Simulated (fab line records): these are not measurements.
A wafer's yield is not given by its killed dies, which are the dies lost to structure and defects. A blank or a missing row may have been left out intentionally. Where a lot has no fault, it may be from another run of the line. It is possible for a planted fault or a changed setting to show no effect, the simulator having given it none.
fab line records | flow n5_finfet | part 1 of 2: steps 1 to 20 of 26
record: lots: 5 | wafers: 15 | last_day: 18
route steps=1938 shown BEOL_M5@1191 BEOL_M6@1194
lots that met no fault: from a run of the same line without faults
start_h: the number of hours between the record's first day and the start of the first shown wafer of the lot | wait_h: how many hours have passed since the lot's step before this one | " unchanged from the row above | L1.1+2: several wafers, shown together as one row | - no value, or no start was given | * or withheld: withheld | < > ~ a bound
route shown NAME@n: NAME is a module with steps in the file, n the number in the route of the first one | usual: average and standard deviation across the fault-free wafers | same: alike in all rows | chamber/n: place in a boat | sites: readings site by site | _std_site: how widely they spread, as a standard deviation | _edge_site: mean of outer sites minus mean of inner sites | radius_mm: how far each site lies from the wafer's centre | mask NAME#n: copy n | behind: tool/chamber where the wafer was last shaped | hold: reason for holding the lot/hours on hold/outcome of the hold | device: names the non-switching transistor (n, p or np) | end of line: tests run on the same wafers once the route is complete | a step with no rows: only its recipe | killed: the dies lost at the first sort to structure and to defects; this is not the yield of the wafer | map: dies across one wafer; x = killed, . = not, _ = none there
set.NAME: the setting the step ran with; set.NAME@STEP: the setting that earlier step ran with | model.NAME: the simulator's own value behind a step, which no gauge read
a table for each step, a row for each wafer; lots at some steps of the route
services: a tool's chamber out of use, with start hour (start_h, from the record's first day; less than 0 if before it), hours out, and reason
== steps ==
step: N5_BEOL_M5_DEP_56
recipe: material: SiCN | target_thk_a: 80 | temp_c: withheld | precursor: 3MS/NH3 | pressure_torr: 3 | rf_w: 202 | time_s: 14
usual: chamber_pressure_Torr: 3.000/0.0067 | rf_fwd_power_W: 199.6/0.74 | showerhead_plenum_p_Torr: 3.670/0.013 | throttle_valve_pct: 9.0/0.67
lot.wafer | tool     | chamber | start_h | wait_h | chamber_pressure_Torr | rf_fwd_power_W | showerhead_plenum_p_Torr | throttle_valve_pct
L077.1    | pecvd-01 | 0       | 197.88  | 0.0    | 2.997                 | 201.0          | 3.684                    | 9.7
L077.3    | "        | 2       | "       | "      | 3.000                 | 198.6          | 3.679                    | 8.9
L077.4    | "        | 0       | "       | "      | 2.995                 | 201.0          | 3.680                    | 9.8
L081.2    | pecvd-01 | 1       | 228.21  | 0.0    | 2.997                 | 199.3          | 3.663                    | 8.8
L081.3    | "        | 0       | "       | "      | 3.010                 | 201.1          | 3.686                    | 9.5
L081.5    | "        | 0       | "       | "      | 2.998                 | 200.8          | 3.693                    | 9.5
L082.3    | pecvd-02 | 0       | 235.47  | 0.0    | 2.996                 | 199.1          | 3.647                    | 10.1
L082.4    | "        | 1       | "       | "      | 2.994                 | 200.3          | 3.676                    | 9.1
L082.6    | "        | 2       | "       | "      | 2.999                 | 198.5          | 3.672                    | 9.4
L090.2    | pecvd-02 | 2       | 287.81  | 0.0    | 3.019                 | 200.4          | 3.690                    | 9.3
L090.5    | "        | 2       | "       | "      | 3.006                 | 199.7          | 3.678                    | 9.3
L090.6    | "        | 1       | "       | "      | 3.001                 | 200.0          | 3.692                    | 9.2
L097.2    | pecvd-03 | 2       | 355.72  | 0.0    | 2.999                 | 198.8          | 3.663                    | 8.9
L097.3    | "        | 0       | "       | "      | 2.994                 | 200.9          | 3.676                    | 8.8
L097.4    | "        | 2       | "       | "      | 3.000                 | 198.3          | 3.662                    | 8.6
step: N5_BEOL_M5_RS_MEAS_57
recipe: thk_meas_gauge: four-point-probe | reads: Co_of_BEOL_M5_CO_CAP_78+Cu_of_BEOL_M5_ECD_50+Co_of_BEOL_M5_CVD_47+TaN_of_BEOL_M5_ALD_86
usual: M5_RS: 0.389/0.015
lot.wafer | tool          | chamber | start_h | wait_h | M5_RS[ohm/sq]
L077.1    | film_metro-01 | -       | 197.95  | 0.0    | 0.382
L077.3    | "             | -       | "       | "      | 0.364
L077.4    | "             | -       | "       | "      | 0.355
L081.2    | film_metro-02 | -       | 228.30  | 0.1    | 0.357
L081.3    | "             | -       | "       | "      | 0.403
L081.5    | "             | -       | "       | "      | 0.378
L082.3    | film_metro-01 | -       | 235.54  | 0.1    | 0.375
L082.4    | "             | -       | "       | "      | 0.400
L082.6    | "             | -       | "       | "      | 0.386
L090.2    | film_metro-01 | -       | 287.88  | 0.1    | 0.399
L090.5    | "             | -       | "       | "      | 0.417
L090.6    | "             | -       | "       | "      | 0.401
L097.2    | film_metro-02 | -       | 355.79  | 0.1    | 0.375
L097.3    | "             | -       | "       | "      | 0.382
L097.4    | "             | -       | "       | "      | 0.383
step: N5_BEOL_M5_INSPECT_58
recipe: inspect_instrument: darkfield | mode: post_dep
usual: raw_defect_count: 68/18
lot.wafer | tool              | chamber | start_h | wait_h | raw_defect_count
L077.1    | defect_inspect-02 | -       | 197.97  | 0.0    | 70
L077.3    | "                 | -       | "       | "      | 62
L077.4    | "                 | -       | "       | "      | 83
L081.2    | defect_inspect-02 | -       | 228.32  | 0.0    | 60
L081.3    | "                 | -       | "       | "      | 74
L081.5    | "                 | -       | "       | "      | 41
L082.3    | defect_inspect-01 | -       | 235.56  | 0.0    | 72
L082.4    | "                 | -       | "       | "      | 55
L082.6    | "                 | -       | "       | "      | 72
L090.2    | defect_inspect-01 | -       | 287.91  | 0.0    | 33
L090.5    | "                 | -       | "       | "      | 79
L090.6    | "                 | -       | "       | "      | 53
L097.2    | defect_inspect-02 | -       | 355.81  | 0.0    | 59
L097.3    | "                 | -       | "       | "      | 61
L097.4    | "                 | -       | "       | "      | 99
step: N5_BEOL_M6_ILD_DEP_00
recipe: material: SiCOH_lowk | target_thk_a: 1797.5 | temp_c: 300 | precursor: DEMS/porogen | pressure_torr: 5 | rf_w: 500 | time_s: 33.4
usual: chamber_pressure_Torr: 5.000/0.01 | heater_power_w: 312/34 | rf_fwd_power_W: 495.1/2.2 | showerhead_plenum_p_Torr: 5.744/0.016 | susceptor_temp_C: 300.01/0.19 | throttle_valve_pct: 14.2/1.2
lot.wafer | tool     | chamber | start_h | wait_h | chamber_pressure_Torr | heater_power_w | rf_fwd_power_W | showerhead_plenum_p_Torr | susceptor_temp_C | throttle_valve_pct
L077.1    | pecvd-03 | 0       | 198.01  | 0.0    | 4.998                 | 310            | 495.8          | 5.761                    | 299.86           | 13.4
L077.3    | "        | 2       | "       | "      | 4.993                 | 367            | 492.2          | 5.734                    | 300.06           | 13.1
L077.4    | "        | 1       | "       | "      | 4.989                 | 242            | 498.4          | 5.761                    | 299.95           | 14.7
L081.2    | pecvd-02 | 1       | 228.36  | 0.0    | 4.996                 | 361            | 497.7          | 5.763                    | 300.02           | 13.9
L081.3    | "        | 1       | "       | "      | 4.992                 | 367            | 497.7          | 5.754                    | 300.10           | 13.8
L081.5    | "        | 0       | "       | "      | 4.990                 | 341            | 492.2          | 5.736                    | 300.35           | 15.2
L082.3    | pecvd-03 | 0       | 235.60  | 0.0    | 4.989                 | 263            | 496.6          | 5.753                    | 300.09           | 13.6
L082.4    | "        | 2       | "       | "      | 5.001                 | 373            | 493.8          | 5.732                    | 299.76           | 13.1
L082.6    | "        | 0       | "       | "      | 4.989                 | 266            | 494.7          | 5.760                    | 300.10           | 13.6
L090.2    | pecvd-03 | 1       | 287.94  | 0.0    | 5.018                 | 287            | 495.5          | 5.748                    | 300.14           | 15.1
L090.5    | "        | 1       | "       | "      | 5.019                 | 285            | 496.4          | 5.772                    | 299.78           | 14.8
L090.6    | "        | 2       | "       | "      | 5.019                 | 378            | 494.8          | 5.750                    | 299.78           | 13.7
L097.2    | pecvd-04 | 2       | 355.85  | 0.0    | 5.002                 | 365            | 497.5          | 5.716                    | 300.32           | 13.1
L097.3    | "        | 0       | "       | "      | 5.015                 | 306            | 492.3          | 5.728                    | 299.98           | 17.4
L097.4    | "        | 2       | "       | "      | 4.988                 | 287            | 495.4          | 5.715                    | 300.22           | 13.1
step: N5_BEOL_M6_CURE_74
recipe: temp_c: 385 | time_s: 240 | ambient: He/Ar | material: SiCOH_lowk
usual: lamp_power_pct: 52.32/0.053 | wafer_temp_C_max: 386.9/0.82
lot.wafer | tool       | chamber | start_h | wait_h | lamp_power_pct | wafer_temp_C_max
L077.1    | uv_cure-01 | 2       | 198.08  | 0.0    | 52.21          | 386.8
L077.3    | "          | 2       | "       | "      | 52.28          | 387.1
L077.4    | "          | 2       | "       | "      | 52.24          | 386.3
L081.2    | uv_cure-01 | 1       | 228.52  | 0.1    | 52.22          | 385.9
L081.3    | "          | 1       | "       | "      | 52.40          | 386.6
L081.5    | "          | 1       | "       | "      | 52.37          | 385.9
L082.3    | uv_cure-02 | 1       | 235.82  | 0.2    | 52.31          | 389.6
L082.4    | "          | 1       | "       | "      | 52.37          | 387.2
L082.6    | "          | 1       | "       | "      | 52.23          | 387.5
L090.2    | uv_cure-02 | 1       | 288.09  | 0.1    | 52.25          | 389.3
L090.5    | "          | 1       | "       | "      | 52.33          | 388.1
L090.6    | "          | 1       | "       | "      | 52.28          | 388.3
L097.2    | uv_cure-03 | 0       | 355.99  | 0.1    | 52.35          | 386.4
L097.3    | "          | 0       | "       | "      | 52.26          | 386.6
L097.4    | "          | 0       | "       | "      | 52.32          | 386.9
step: N5_BEOL_M6_THK_MEAS_01
recipe: reads: SiCOH_lowk_of_BEOL_M6_ILD_DEP_00
usual: M6_ILD_THK: 155.8/2.1
lot.wafer | tool          | chamber | start_h | wait_h | M6_ILD_THK[nm]
L077.1    | film_metro-01 | -       | 198.59  | 0.4    | 159.1
L077.3    | "             | -       | "       | "      | 159.3
L077.4    | "             | -       | "       | "      | 162.7
L081.2    | film_metro-02 | -       | 228.96  | 0.4    | 154.5
L081.3    | "             | -       | "       | "      | 156.0
L081.5    | "             | -       | "       | "      | 154.4
L082.3    | film_metro-01 | -       | 236.18  | 0.3    | 154.3
L082.4    | "             | -       | "       | "      | 158.0
L082.6    | "             | -       | "       | "      | 156.8
L090.2    | film_metro-01 | -       | 288.52  | 0.4    | 156.9
L090.5    | "             | -       | "       | "      | 159.7
L090.6    | "             | -       | "       | "      | 159.1
L097.2    | film_metro-02 | -       | 356.43  | 0.4    | 153.6
L097.3    | "             | -       | "       | "      | 150.8
L097.4    | "             | -       | "       | "      | 154.0
step: N5_BEOL_M6_PECVD_70
recipe: material: SiO2 | target_thk_a: 200 | temp_c: 400 | precursor: TEOS/O2 | pressure_torr: 5.5 | rf_w: 450 | teos_flow_sccm: 53.8 | gas: O2 | flow_sccm: 3000 | time_s: 22.7
usual: chamber_pressure_Torr: 5.499/0.012 | heater_power_w: 733/62 | rf_fwd_power_W: 444.7/2 | showerhead_plenum_p_Torr: 8.81/0.064 | susceptor_temp_C: 400.00/0.2 | throttle_valve_pct: 22.9/1.5
lot.wafer | tool     | chamber | start_h | wait_h | chamber_pressure_Torr | heater_power_w | rf_fwd_power_W | showerhead_plenum_p_Torr | susceptor_temp_C | throttle_valve_pct
L077.1    | pecvd-04 | 2       | 198.63  | 0.0    | 5.480                 | 811            | 444.5          | 8.70                     | 400.07           | 20.8
L077.3    | "        | 2       | "       | "      | 5.496                 | 823            | 443.8          | 8.69                     | 400.10           | 20.6
L077.4    | "        | 1       | "       | "      | 5.512                 | 728            | 439.9          | 8.79                     | 400.12           | 22.7
L081.2    | pecvd-02 | 1       | 228.99  | 0.0    | 5.509                 | 829            | 444.0          | 8.85                     | 399.74           | 22.6
L081.3    | "        | 0       | "       | "      | 5.503                 | 727            | 442.8          | 8.72                     | 400.00           | 24.8
L081.5    | "        | 1       | "       | "      | 5.511                 | 856            | 443.1          | 8.84                     | 399.95           | 22.5
L082.3    | pecvd-02 | 2       | 236.21  | 0.0    | 5.496                 | 751            | 445.6          | 8.86                     | 400.08           | 23.0
L082.4    | "        | 0       | "       | "      | 5.518                 | 783            | 445.1          | 8.73                     | 400.07           | 24.5
L082.6    | "        | 2       | "       | "      | 5.517                 | 738            | 445.2          | 8.83                     | 399.70           | 23.2
L090.2    | pecvd-03 | 0       | 288.56  | 0.0    | 5.499                 | 657            | 445.5          | 8.82                     | 399.82           | 22.0
L090.5    | "        | 2       | "       | "      | 5.481                 | 788            | 442.3          | 8.77                     | 399.92           | 21.8
L090.6    | "        | 1       | "       | "      | 5.504                 | 682            | 448.8          | 8.88                     | 399.59           | 23.8
L097.2    | pecvd-02 | 1       | 356.46  | 0.0    | 5.487                 | 722            | 446.2          | 8.86                     | 399.93           | 22.4
L097.3    | "        | 2       | "       | "      | 5.512                 | 708            | 447.4          | 8.85                     | 399.61           | 23.3
L097.4    | "        | 2       | "       | "      | 5.532                 | 705            | 446.1          | 8.87                     | 399.72           | 23.4
step: N5_BEOL_M6_HM_DEP_02
recipe: material: TiN | target_thk_a: 200 | temp_c: 25 | chamber_pressure_pa: 0.49996
usual: susceptor_temp_C: 25.00/0.12 | throttle_valve_pct: 30.2/1
lot.wafer | tool           | chamber | start_h | wait_h | susceptor_temp_C | throttle_valve_pct
L077.1    | pvd_sputter-01 | -       | 199.94  | 1.3    | 24.96            | 30.9
L077.3    | "              | -       | "       | "      | 24.89            | 29.6
L077.4    | "              | -       | "       | "      | 25.16            | 30.8
L081.2    | pvd_sputter-02 | -       | 231.85  | 2.8    | 25.01            | 29.4
L081.3    | "              | -       | "       | "      | 24.85            | 29.5
L081.5    | "              | -       | "       | "      | 25.06            | 29.3
L082.3    | pvd_sputter-03 | -       | 238.88  | 2.7    | 24.99            | 29.6
L082.4    | "              | -       | "       | "      | 25.17            | 32.1
L082.6    | "              | -       | "       | "      | 25.15            | 30.1
L090.2    | pvd_sputter-01 | -       | 290.02  | 1.4    | 25.10            | 30.8
L090.5    | "              | -       | "       | "      | 25.10            | 30.6
L090.6    | "              | -       | "       | "      | 24.71            | 31.8
L097.2    | pvd_sputter-02 | -       | 358.67  | 2.2    | 25.07            | 29.0
L097.3    | "              | -       | "       | "      | 25.10            | 29.2
L097.4    | "              | -       | "       | "      | 25.12            | 28.5
step: N5_BEOL_M6_COAT_59
recipe: resist: SOC | temp_c: 250 | time_s: 60 | spin_rpm: 1500 | resist_thk_nm: 100
usual: resist_line_temp_C: 23.01/0.11
lot.wafer | tool           | chamber | start_h | wait_h | resist_line_temp_C
L077.1    | litho_track-01 | 0       | 200.07  | 0.1    | 22.93
L077.3    | "              | 0       | "       | "      | 23.02
L077.4    | "              | 0       | "       | "      | 22.86
L081.2    | litho_track-01 | 0       | 231.98  | 0.1    | 22.82
L081.3    | "              | 0       | "       | "      | 22.84
L081.5    | "              | 0       | "       | "      | 22.99
L082.3    | litho_track-05 | 0       | 239.01  | 0.1    | 23.07
L082.4    | "              | 0       | "       | "      | 22.90
L082.6    | "              | 0       | "       | "      | 22.90
L090.2    | litho_track-03 | 0       | 290.15  | 0.1    | 23.11
L090.5    | "              | 0       | "       | "      | 23.20
L090.6    | "              | 0       | "       | "      | 23.09
L097.2    | litho_track-05 | 0       | 358.79  | 0.1    | 23.13
L097.3    | "              | 0       | "       | "      | 23.02
L097.4    | "              | 0       | "       | "      | 23.04
step: N5_BEOL_M6_COAT_60
recipe: resist: SiARC | temp_c: 220 | time_s: 60 | spin_rpm: 1500 | resist_thk_nm: 35
usual: resist_line_temp_C: 23.00/0.1
lot.wafer | tool           | chamber | start_h | wait_h | resist_line_temp_C
L077.1    | litho_track-01 | 0       | -       | -      | 22.92
L077.3    | "              | 0       | "       | "      | 22.84
L077.4    | "              | 0       | "       | "      | 22.97
L081.2    | litho_track-01 | 0       | -       | -      | 23.14
L081.3    | "              | 0       | "       | "      | 23.15
L081.5    | "              | 0       | "       | "      | 22.90
L082.3    | litho_track-05 | 0       | -       | -      | 23.17
L082.4    | "              | 0       | "       | "      | 23.15
L082.6    | "              | 0       | "       | "      | 23.06
L090.2    | litho_track-03 | 0       | -       | -      | 23.13
L090.5    | "              | 0       | "       | "      | 22.89
L090.6    | "              | 0       | "       | "      | 23.02
L097.2    | litho_track-05 | 0       | -       | -      | 22.94
L097.3    | "              | 0       | "       | "      | 22.90
L097.4    | "              | 0       | "       | "      | 22.98
step: N5_BEOL_M6_COAT_05
recipe: resist: CAR-ArF | spin_rpm: 1500 | resist_thk_nm: 90
usual: resist_line_temp_C: 22.98/0.091
lot.wafer | tool           | chamber | start_h | wait_h | resist_line_temp_C
L077.1    | litho_track-01 | 0       | -       | -      | 22.88
L077.3    | "              | 0       | "       | "      | 22.89
L077.4    | "              | 0       | "       | "      | 22.98
L081.2    | litho_track-01 | 0       | -       | -      | 23.18
L081.3    | "              | 0       | "       | "      | 23.10
L081.5    | "              | 0       | "       | "      | 23.09
L082.3    | litho_track-05 | 0       | -       | -      | 23.02
L082.4    | "              | 0       | "       | "      | 22.89
L082.6    | "              | 0       | "       | "      | 22.99
L090.2    | litho_track-03 | 0       | -       | -      | 22.96
L090.5    | "              | 0       | "       | "      | 22.96
L090.6    | "              | 0       | "       | "      | 23.02
L097.2    | litho_track-05 | 0       | -       | -      | 22.90
L097.3    | "              | 0       | "       | "      | 22.99
L097.4    | "              | 0       | "       | "      | 22.95
step: N5_BEOL_M6_EBR_07
recipe: solvent: PGMEA | ebr_width_mm: 1.5
usual: resist_line_temp_C: 22.97/0.11
lot.wafer | tool           | chamber | start_h | wait_h | resist_line_temp_C
L077.1    | litho_track-01 | 0       | -       | -      | 22.93
L077.3    | "              | 0       | "       | "      | 23.00
L077.4    | "              | 0       | "       | "      | 22.90
L081.2    | litho_track-01 | 0       | -       | -      | 23.02
L081.3    | "              | 0       | "       | "      | 22.88
L081.5    | "              | 0       | "       | "      | 22.93
L082.3    | litho_track-05 | 0       | -       | -      | 23.04
L082.4    | "              | 0       | "       | "      | 22.84
L082.6    | "              | 0       | "       | "      | 23.01
L090.2    | litho_track-03 | 0       | -       | -      | 22.83
L090.5    | "              | 0       | "       | "      | 23.00
L090.6    | "              | 0       | "       | "      | 22.94
L097.2    | litho_track-05 | 0       | -       | -      | 22.97
L097.3    | "              | 0       | "       | "      | 23.07
L097.4    | "              | 0       | "       | "      | 23.14
step: N5_BEOL_M6_SOFTBAKE_06
recipe: temp_c: 110 | time_s: 60 | resist: CAR-ArF
usual: resist_line_temp_C: 23.01/0.1
lot.wafer | tool           | chamber | start_h | wait_h | resist_line_temp_C
L077.1    | litho_track-01 | 0       | -       | -      | 22.92
L077.3    | "              | 0       | "       | "      | 23.01
L077.4    | "              | 0       | "       | "      | 23.07
L081.2    | litho_track-01 | 0       | -       | -      | 23.05
L081.3    | "              | 0       | "       | "      | 23.03
L081.5    | "              | 0       | "       | "      | 23.10
L082.3    | litho_track-05 | 0       | -       | -      | 23.02
L082.4    | "              | 0       | "       | "      | 23.02
L082.6    | "              | 0       | "       | "      | 22.95
L090.2    | litho_track-03 | 0       | -       | -      | 23.03
L090.5    | "              | 0       | "       | "      | 22.94
L090.6    | "              | 0       | "       | "      | 23.17
L097.2    | litho_track-05 | 0       | -       | -      | 22.94
L097.3    | "              | 0       | "       | "      | 23.09
L097.4    | "              | 0       | "       | "      | 23.00
step: N5_BEOL_M6_EXPOSE_08
recipe: mask_id: M6 | na: 1.35 | source_shape: dipole | sigma_inner: 0.817 | sigma_outer: 0.97 | polarization: te | dose_mj: 68.25
lot.wafer  | tool            | chamber | start_h | wait_h | mask
L077.1+3+4 | arfi_scanner-02 | 0       | 200.18  | -      | M6#0
L081.2+3+5 | arfi_scanner-02 | 0       | 232.10  | -      | M6#0
L082.3+4+6 | arfi_scanner-03 | 0       | 239.26  | -      | M6#0
L090.2+5+6 | arfi_scanner-01 | 0       | 290.40  | -      | M6#0
L097.2+3+4 | arfi_scanner-03 | 0       | 358.92  | -      | M6#0
step: N5_BEOL_M6_PEB_09
recipe: peb_temp_c: withheld | peb_time_s: 60 | resist: CAR-ArF
usual: resist_line_temp_C: 22.99/0.1
lot.wafer | tool           | chamber | start_h | wait_h | resist_line_temp_C
L077.1    | litho_track-05 | 0       | 200.24  | 0.1    | 23.00
L077.3    | "              | 0       | "       | "      | 23.06
L077.4    | "              | 0       | "       | "      | 22.96
L081.2    | litho_track-01 | 0       | 232.16  | 0.0    | 22.96
L081.3    | "              | 0       | "       | "      | 23.04
L081.5    | "              | 0       | "       | "      | 22.94
L082.3    | litho_track-05 | 0       | 239.31  | 0.0    | 22.82
L082.4    | "              | 0       | "       | "      | 22.83
L082.6    | "              | 0       | "       | "      | 22.92
L090.2    | litho_track-01 | 0       | 290.46  | 0.0    | 23.02
L090.5    | "              | 0       | "       | "      | 22.94
L090.6    | "              | 0       | "       | "      | 23.13
L097.2    | litho_track-03 | 0       | 358.97  | 0.0    | 23.04
L097.3    | "              | 0       | "       | "      | 22.99
L097.4    | "              | 0       | "       | "      | 22.98
step: N5_BEOL_M6_DEVELOP_10
recipe: develop_time_s: 30 | developer: TMAH | resist: CAR-ArF | rinse_liquid: diw | dry: air_spin | dev_temp_c: 23
usual: resist_line_temp_C: 23.02/0.11
lot.wafer | tool           | chamber | start_h | wait_h | resist_line_temp_C
L077.1    | litho_track-05 | 0       | -       | -      | 22.97
L077.3    | "              | 0       | "       | "      | 23.14
L077.4    | "              | 0       | "       | "      | 23.11
L081.2    | litho_track-01 | 0       | -       | -      | 23.15
L081.3    | "              | 0       | "       | "      | 23.15
L081.5    | "              | 0       | "       | "      | 23.13
L082.3    | litho_track-05 | 0       | -       | -      | 23.08
L082.4    | "              | 0       | "       | "      | 23.05
L082.6    | "              | 0       | "       | "      | 22.80
L090.2    | litho_track-01 | 0       | -       | -      | 22.87
L090.5    | "              | 0       | "       | "      | 22.87
L090.6    | "              | 0       | "       | "      | 23.12
L097.2    | litho_track-03 | 0       | -       | -      | 22.94
L097.3    | "              | 0       | "       | "      | 23.09
L097.4    | "              | 0       | "       | "      | 23.02
step: N5_BEOL_M6_CD_MEAS_11
recipe: target_cd_nm: 38.5 | landing_energy_ev: 500 | detector: se_inlens | polarity: opening
usual: cd_nm: 38.3/0.56
same: landing_energy_ev: 500
lot.wafer | tool      | chamber | start_h | wait_h | cd_nm
L077.1    | cd_sem-02 | 0       | 200.31  | -      | 39.0
L077.3    | "         | 0       | "       | "      | 39.0
L077.4    | "         | 0       | "       | "      | 38.3
L081.2    | cd_sem-01 | 0       | 232.22  | -      | 38.1
L081.3    | "         | 0       | "       | "      | 37.3
L081.5    | "         | 0       | "       | "      | 38.0
L082.3    | cd_sem-02 | 0       | 239.38  | -      | 37.6
L082.4    | "         | 0       | "       | "      | 38.0
L082.6    | "         | 0       | "       | "      | 38.1
L090.2    | cd_sem-01 | 0       | 290.52  | -      | 38.9
L090.5    | "         | 0       | "       | "      | 39.0
L090.6    | "         | 0       | "       | "      | 38.3
L097.2    | cd_sem-03 | 0       | 359.04  | -      | 37.3
L097.3    | "         | 0       | "       | "      | 38.1
L097.4    | "         | 0       | "       | "      | 37.2
step: N5_BEOL_M6_OVL_MEAS_12
recipe: points_per_wafer: 44
usual: M6_OVL: 0.6/0.77
lot.wafer | tool       | chamber | start_h | wait_h | M6_OVL[nm]
L077.1    | overlay-02 | 0       | 200.34  | 0.0    | -0.4
L077.3    | "          | 0       | "       | "      | 1.2
L077.4    | "          | 0       | "       | "      | -0.1
L081.2    | overlay-01 | 0       | 232.25  | 0.0    | 0.1
L081.3    | "          | 0       | "       | "      | 0.0
L081.5    | "          | 0       | "       | "      | 1.5
L082.3    | overlay-02 | 0       | 239.41  | 0.0    | 0.1
L082.4    | "          | 0       | "       | "      | -0.2
L082.6    | "          | 0       | "       | "      | 0.5
L090.2    | overlay-02 | 0       | 290.55  | 0.0    | 1.1
L090.5    | "          | 0       | "       | "      | 0.3
L090.6    | "          | 0       | "       | "      | 2.1
L097.2    | overlay-02 | 0       | 359.10  | 0.1    | 0.9
L097.3    | "          | 0       | "       | "      | 1.8
L097.4    | "          | 0       | "       | "      | 1.0
step: N5_BEOL_M6_INSPECT_13
recipe: mode: adi | inspect_instrument: brightfield
usual: raw_defect_count: 387/84
lot.wafer | tool              | chamber | start_h | wait_h | raw_defect_count
L077.1    | defect_inspect-01 | -       | 200.37  | 0.0    | 386
L077.3    | "                 | -       | "       | "      | 352
L077.4    | "                 | -       | "       | "      | 505
L081.2    | defect_inspect-01 | -       | 232.28  | 0.0    | 519
L081.3    | "                 | -       | "       | "      | 480
L081.5    | "                 | -       | "       | "      | 518
L082.3    | defect_inspect-01 | -       | 239.43  | 0.0    | 570
L082.4    | "                 | -       | "       | "      | 443
L082.6    | "                 | -       | "       | "      | 538
L090.2    | defect_inspect-01 | -       | 290.58  | 0.0    | 312
L090.5    | "                 | -       | "       | "      | 580
L090.6    | "                 | -       | "       | "      | 439
L097.2    | defect_inspect-02 | -       | 359.13  | 0.0    | 345
L097.3    | "                 | -       | "       | "      | 230
L097.4    | "                 | -       | "       | "      | 506
step: N5_BEOL_M6_DESCUM_16
recipe: chemistry: O2 | time_s: 7.9 | source_power_w: 50 | bias_power_w: 20 | pressure_mtorr: 20 | rf_frequency_hz: 2.712e+07 | temp_c: 40 | resist: CAR-ArF | o2_flow_sccm: 225
usual: drypump_motor_current_A: 5.7/0.56 | oes_product_au: 0.85/0.078 | rf_fwd_power_W: 49.44/0.26 | rf_vpp_V: 243.0/1.3 | showerhead_plenum_p_Torr: 2.08/0.066 | throttle_valve_pct: 20.33/0.24
lot.wafer | tool        | chamber | start_h | wait_h | drypump_motor_current_A | oes_product_au | rf_fwd_power_W | rf_hours_counter_h | rf_vpp_V | showerhead_plenum_p_Torr | throttle_valve_pct
L077.1    | rie_diel-01 | 1       | 200.40  | 0.0    | 6.7                     | 0.93           | 48.85          | 13                 | 242.0    | 2.05                     | 20.46
L077.3    | "           | 0       | "       | "      | 6.0                     | 0.76           | 49.70          | 131                | 243.6    | 2.08                     | 20.27
L077.4    | "           | 2       | "       | "      | 5.2                     | 0.97           | 49.72          | 7                  | 242.9    | 2.06                     | 19.92
L081.2    | rie_diel-06 | 0       | 232.31  | 0.0    | 5.5                     | 0.94           | 49.42          | 23                 | 244.1    | 2.24                     | 20.34
L081.3    | "           | 1       | "       | "      | 4.9                     | 0.78           | 49.29          | 140                | 243.9    | 2.10                     | 20.21
L081.5    | "           | 2       | "       | "      | 5.5                     | 0.83           | 49.49          | -                  | 243.9    | 2.12                     | 20.70
L082.3    | rie_diel-02 | 3       | 239.47  | 0.0    | 6.6                     | 0.67           | 49.70          | 232                | 241.2    | 1.96                     | 20.07
L082.4    | "           | 3       | "       | "      | 6.6                     | 0.67           | 49.70          | -                  | 242.1    | 1.96                     | 20.07
L082.6    | "           | 0       | "       | "      | 5.6                     | 0.70           | 49.54          | -                  | 240.8    | 1.99                     | 20.54
L090.2    | rie_diel-01 | 3       | 290.79  | 0.2    | 6.1                     | 0.86           | 49.44          | 52                 | 243.0    | 2.06                     | 20.59
L090.5    | "           | 3       | "       | "      | 6.0                     | 0.86           | 49.48          | -                  | 243.5    | 2.06                     | 20.60
L090.6    | "           | 2       | "       | "      | 5.1                     | 0.89           | 49.80          | -                  | 241.0    | 2.05                     | 20.00
L097.2    | rie_diel-01 | 1       | 359.16  | 0.0    | 6.7                     | 0.84           | 49.15          | 71                 | 242.1    | 2.03                     | 20.53
L097.3    | "           | 0       | "       | "      | 6.0                     | 0.71           | 49.54          | 184                | 241.6    | 2.06                     | 20.36
L097.4    | "           | 2       | "       | "      | 5.2                     | 0.86           | 49.66          | 65                 | 242.8    | 2.04                     | 20.01
